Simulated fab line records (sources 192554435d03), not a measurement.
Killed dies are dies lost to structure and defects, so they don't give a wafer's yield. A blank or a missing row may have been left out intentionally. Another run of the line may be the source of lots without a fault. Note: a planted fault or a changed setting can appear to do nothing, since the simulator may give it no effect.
The same fault as seen by 2 desks | flow n5 finfet | only its own numbers are on each desk; what lay behind them is given at the end

## AT THE TOOL OWNER'S DESK: rie diel-01
The tool's own readings at N5_HKMG_FIN_ETCH_55 (etches SOC in N2/H2, target depth 240 nm, time 300 s): means of the sampled wafers that have a number, for each lot that ran on this tool. A lot is out of limits, marked OUT, if its mean lies more than 4 standard deviations from the usual mean; the brackets give that distance.
Columns: A = bias w at N5_HKMG_FIN_ETCH_55, usual 149.9 W; B = drypump motor current A at N5_HKMG_FIN_ETCH_55, usual 5.6 A; C = oes product au at N5_HKMG_FIN_ETCH_55, usual 0.78 a.u.; D = rf vpp V at N5_HKMG_FIN_ETCH_55, usual 523.6 V; E = showerhead plenum p Torr at N5_HKMG_FIN_ETCH_55, usual 2.54 Torr; F = throttle valve pct at N5_HKMG_FIN_ETCH_55, usual 17.62 %
lot  | first seen here | A               | B   | C    | D               | E    | F
L938 | day 4 00:50     | 150.1           | 5.5 | 0.79 | 522.1           | 2.49 | 17.59
L941 | day 4 20:36     | 150.5           | 5.4 | 0.78 | 521.7           | 2.48 | 17.60
L944 | day 5 19:34     | 134.9 (-32) OUT | 5.4 | 0.75 | 487.7 (-18) OUT | 2.48 | 17.61
L947 | day 6 06:43     | 135.3 (-31) OUT | 5.5 | 0.74 | 487.3 (-18) OUT | 2.48 | 17.62
L948 | day 6 12:10     | 135.3 (-31) OUT | 5.5 | 0.74 | 487.3 (-18) OUT | 2.48 | 17.62
Finding of this desk: L944, L947, L948 out of limits; the first was L944 at day 5 19:34, on bias w at N5_HKMG_FIN_ETCH_55. Within limits: L938, L941.

## AT THE METROLOGY DESK
Lot by lot, what the gauges showed, no matter which tool ran the lot: averages of those sampled wafers that carry a number. A lot is out of limits, marked OUT, if its mean lies more than 4 standard deviations from the usual mean; the brackets give that distance. Shown here are 7 of its 10 readings, the ones lying furthest out on some lot.
Columns: A = DIBL_N at N5_BEOL_M4_RC_MEAS_101, usual 37.1 mV/V; B = DIBL_P at N5_BEOL_M4_RC_MEAS_101, usual 38 mV/V; C = ION_N at N5_BEOL_M4_RC_MEAS_101, usual 678 uA/um; D = ION_P at N5_BEOL_M4_RC_MEAS_101, usual 467 uA/um; E = SS_N at N5_BEOL_M4_RC_MEAS_101, usual 71.7 mV/dec; F = SS_P at N5_BEOL_M4_RC_MEAS_101, usual 73.7 mV/dec; G = VT_N at N5_BEOL_M4_RC_MEAS_101, usual 249 mV
lot  | first seen here | A    | B  | C   | D   | E    | F    | G
L938 | day 10 15:06    | 32.6 | 33 | 652 | 456 | 71.1 | 71.8 | 256
L940 | day 11 05:18    | 36.2 | 35 | 686 | 470 | 71.3 | 73.0 | 247
L941 | day 11 17:44    | 36.8 | 38 | 691 | 474 | 71.4 | 74.1 | 244
L944 | day 12 01:40    | 36.3 | 37 | 673 | 469 | 71.3 | 73.7 | 250
L947 | day 12 19:27    | 38.8 | 40 | 687 | 468 | 71.9 | 74.1 | 249
L948 | day 14 00:48    | 35.2 | 37 | 659 | 462 | 71.3 | 72.9 | 251
L953 | day 14 05:19    | 37.8 | 38 | 678 | 472 | 71.9 | 74.0 | 251
L960 | day 16 07:49    | 37.3 | 40 | 693 | 474 | 71.5 | 74.4 | 246
L961 | day 16 15:21    | 39.3 | 41 | 686 | 472 | 72.6 | 74.6 | 244
This desk's verdict: no lot among the 9 shows anything out of limits.

## BROUGHT TOGETHER
On L944, L947, L948, at day 5 19:34, an alarm was possible from the tool owner's desk.
Nothing out of limits was seen by the metrology desk.
The metrology desk has L944, L947, L948 on record, within its limits.
On rie diel-01, each named lot ran N5_HKMG_FIN_ETCH_55.

## WHAT THE SIMULATOR HAD PUT IN
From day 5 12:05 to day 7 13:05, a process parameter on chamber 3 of rie diel-01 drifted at N5_HKMG_FIN_ETCH_55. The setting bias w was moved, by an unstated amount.
Shown lots that were struck: L944, L947, L948.
How many hours passed from the start of the fault until each desk's first out-of-limits reading: the tool owner's desk, 7.
